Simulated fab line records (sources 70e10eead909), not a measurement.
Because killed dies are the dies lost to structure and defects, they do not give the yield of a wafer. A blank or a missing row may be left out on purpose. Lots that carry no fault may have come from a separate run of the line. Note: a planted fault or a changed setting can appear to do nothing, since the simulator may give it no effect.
A struck lot beside a sound one	flow nandHarc	21 steps out of a route of 1159
Sound: these wafers, L309.1, L309.2, L309.5. Wafers L316.1, L316.3, L316.6 were the ones struck. The cause is given at the end.
Order at every step that has rows: each side's tool, ch and its chambers, its first start. Under that, the readings that differ: sound wafers	struck wafers	difference of the means	sigmas: that difference in standard deviations of wafers without a fault.
alike: words and numbers the same on both sides, and readings whose means are apart by under 2 such deviations; not compared: readings that were withheld, readings missing a value for some wafer, numbers with overlapping values and no deviation given by the record, and bounds like >300 which may hide the same value.
A row with sigmas, a row that says differs or no value, or rows on one side alone: a step with any of these is where the two part. When numbers do not overlap yet have no deviation, they are printed without sigmas and do not part them. A reading that every wafer of one side lacks parts them only if that side has two wafers or more.

NHARC_A_BLC_CMP_25: polishes, t overpolish 30 s, target thk 150 nm.
  sound on cmp-01 ch 0,1,3, day 18 21:29; struck on cmp-04 ch 2,3, day 20 22:23
  alike: edgeZonePressureFrac, motorCurrentA, overpolishRunS, timeToEndpointS
following that, these wafers have no rows for 1 step: NHARC_A_BLC_SRD_27.
NHARC_A_BLC_INSPECT_28:
  sound on defectInspect-01 at day 18 21:50; struck on defectInspect-01 at day 20 22:47
  alike: rawDefectCount
then, 8 steps without rows for these wafers: NHARC_A_M0_DEP_00 (deposits SiOC, target thk 150 nm); NHARC_A_M0_DEHYDRATE_01 (time 120 s); NHARC_A_M0_HMDS_02 (time 30 s); NHARC_A_M0_COAT_33 (time 65 s); NHARC_A_M0_COAT_03 (resist thk 90 nm); NHARC_A_M0_SOFTBAKE_04 (time 55 s); NHARC_A_M0_EBR_05; NHARC_A_M0_EXPOSE_06 (exposes mask A M0, target cd 80 nm).
NHARC_A_M0_PEB_07: peb time 65 s.
  sound on lithoTrack-06 ch 0, day 18 22:39; struck on lithoTrack-06 ch 0, day 20 23:37
then, 1 step without rows for these wafers: NHARC_A_M0_DEVELOP_08 (develop time 35 s).
NHARC_A_M0_CD_MEAS_09: the cd target is 80 nm.
  sound on cdSem-03 ch 0, day 18 22:44; struck on cdSem-02 ch 0, day 20 23:42
reading	sound	struck	difference	sigmas
cdNm (nm)	78.5 78.1 79.4	85.7 85.2 86.0	+7.0	+9
NHARC_A_M0_OVL_MEAS_10: pitch 160 nm.
  sound on overlay-01 at day 18 22:49; struck on overlay-02 at day 20 23:47
reading	sound	struck	difference	sigmas
overlayYNm (nm)	-2.1 -1.8 -1.3	0.9 0.3 0.1	+2.2	+2
  alike: overlayXNm
NHARC_A_M0_INSPECT_11:
  sound on defectInspect-02 at day 18 22:51; struck on defectInspect-02 at day 20 23:50
  alike: rawDefectCount
NHARC_A_M0_DESCUM_14: chemistry O2, time 3 s.
  sound on rieDiel-11 ch 1,2,3, day 18 22:55; struck on rieDiel-09 ch 1,2, day 20 23:55
reading	sound	struck	difference	sigmas
model.A_M0.cdNm (nm)	78.75 77.51 79.12	85.08 86.5 85.47	+7.22	
  alike: drypumpMotorCurrentA, mfcArSccm, oesProductAu, rfVppV, showerheadPlenumPTorr, throttleValvePct
  not compared: rfHoursCounterH
NHARC_A_M0_ETCH_34: etches the open film in N2/H2, target depth 40 nm, overetch 12 nm, time 43.94 s.
  sound on rieDiel-11 ch 0,1,3, day 18 23:00; struck on rieDiel-09 ch 0,2,3, day 21 00:00
  alike: drypumpMotorCurrentA, mfcArSccm, oesProductAu, rfFwdPowerW, rfVppV, showerheadPlenumPTorr, throttleValvePct
  not compared: rfHoursCounterH
NHARC_A_M0_ETCH_15: etches the open film in C4F8/Ar, target depth 150 nm, overetch 15 nm, time 82.5 s.
  sound: rieDiel-11 ch 0,2,3; struck: rieDiel-09 ch 0,3
reading	sound	struck	difference	sigmas
model.A_M0.cdNm (nm)	78.31 77.53 78.89	85.31 86.85 85.66	+7.70	
  alike: oesProductAu, rfFwdPowerW, rfVppV
  not compared: rfHoursCounterH
NHARC_A_M0_CD_MEAS_16:
  sound on cdSem-02 at day 18 23:13; struck on cdSem-03 at day 21 00:13
reading	sound	struck	difference	sigmas
cdNm (nm)	78.3 77.7 79.1	85.3 86.4 85.8	+7.5	+8
-- record jumps: 2 days between struck wafers' starts before vs after; left off in module A_M0, resumes in module END, first step shown is number 1159 of the route --
NHARC_END_SORT_01:
  only the struck wafers appear in the record here, on prober-01 ch 0 at day 23 01:04; the sound ones have no rows

WHERE THEY PART
First at NHARC_A_M0_CD_MEAS_09; last, within this record, at NHARC_END_SORT_01.

WHY: what the simulator had put in
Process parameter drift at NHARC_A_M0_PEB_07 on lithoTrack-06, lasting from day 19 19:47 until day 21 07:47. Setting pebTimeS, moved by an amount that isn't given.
